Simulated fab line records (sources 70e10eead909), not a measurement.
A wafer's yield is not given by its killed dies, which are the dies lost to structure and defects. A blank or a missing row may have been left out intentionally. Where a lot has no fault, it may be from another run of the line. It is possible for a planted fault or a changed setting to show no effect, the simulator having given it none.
2 desks looking at one fault	flow nand-harc	each desk has only its own numbers; what lay behind them comes last

== FROM THE METROLOGY DESK ==
What the gauges read, lot by lot, whatever tool the lot ran on: means of the sampled wafers that have a number. Any lot whose mean is over 4 standard deviations away from the usual mean is out of limits and marked OUT; that distance is given in the brackets.
Columns: A = thk-nm at NHARC_A_SOURCE_PLATE_THK_MEAS_09, usual 9.6 nm; B = thk-nm at NHARC_A_ONON_D1_THK_MEAS_30, usual 1002 nm
lot	first seen here	A	B
L562	day 7 00:47	10.0	1008
L564	day 7 17:42	10.9	1002
L566	day 8 16:46	9.5	1018
L567	day 9 11:43	8.8	1006
L568	day 9 11:43	9.6	1026
L569	day 10 05:25	9.7	990
L571	day 11 03:37	9.3	1021
L572	day 11 10:49	9.9	996
L573	day 11 18:49	9.5	997
L574	day 12 03:31	9.4	986
L575	day 12 14:11	10.9	1782 (+65) OUT
L576	day 13 07:02	8.1	1780 (+65) OUT
L585	day 16 16:09	10.5	1006
L584	day 16 16:10	9.2	1006
Finding of this desk: L575, L576 out of limits; the first was L575 at day 13 18:22, on thk-nm at NHARC_A_ONON_D1_THK_MEAS_30. Within limits: L562, L564, L566, L567, L568, L569, L571, L572, L573, L574, L585, L584.

== THE DEFECT DESK ==
What the inspections along the route counted, lot by lot: means of the sampled wafers that have a number. Any lot whose mean is over 4 standard deviations away from the usual mean is out of limits and marked OUT; that distance is given in the brackets.
Columns: A = raw-defect-count at NHARC_A_START_INSPECT_01, usual 3.5
lot	first seen here	A
L562	day 6 15:37	5.0
L564	day 7 10:32	5.3
L566	day 8 07:35	2.7
L568	day 9 02:34	3.0
L567	day 9 03:32	3.7
L569	day 9 20:24	3.3
L571	day 10 15:35	4.3
L572	day 11 01:38	2.7
L573	day 11 09:35	4.3
L574	day 11 15:40	5.7
L575	day 12 03:01	1.7
L576	day 12 21:16	4.0
L585	day 16 00:28	5.3
L584	day 16 01:22	2.7
Finding of this desk: none of the 14 lots has anything out of limits.

== ALL TOGETHER ==
On L575, L576, the metrology desk was in a position to raise an alarm at day 13 18:22.
No out-of-limits result turned up at the defect desk.
The defect desk has L575, L576 on record, within its limits.
Every lot named ran NHARC_A_ONON_D1_DEP_28 on pecvd-onon-02.

== WHAT WAS PUT IN BY THE SIMULATOR ==
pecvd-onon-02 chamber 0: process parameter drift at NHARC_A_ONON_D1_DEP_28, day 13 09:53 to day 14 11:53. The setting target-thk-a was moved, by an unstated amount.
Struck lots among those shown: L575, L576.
Time in hours between the start of the fault and the first out-of-limits reading at each desk: metrology desk, 8.
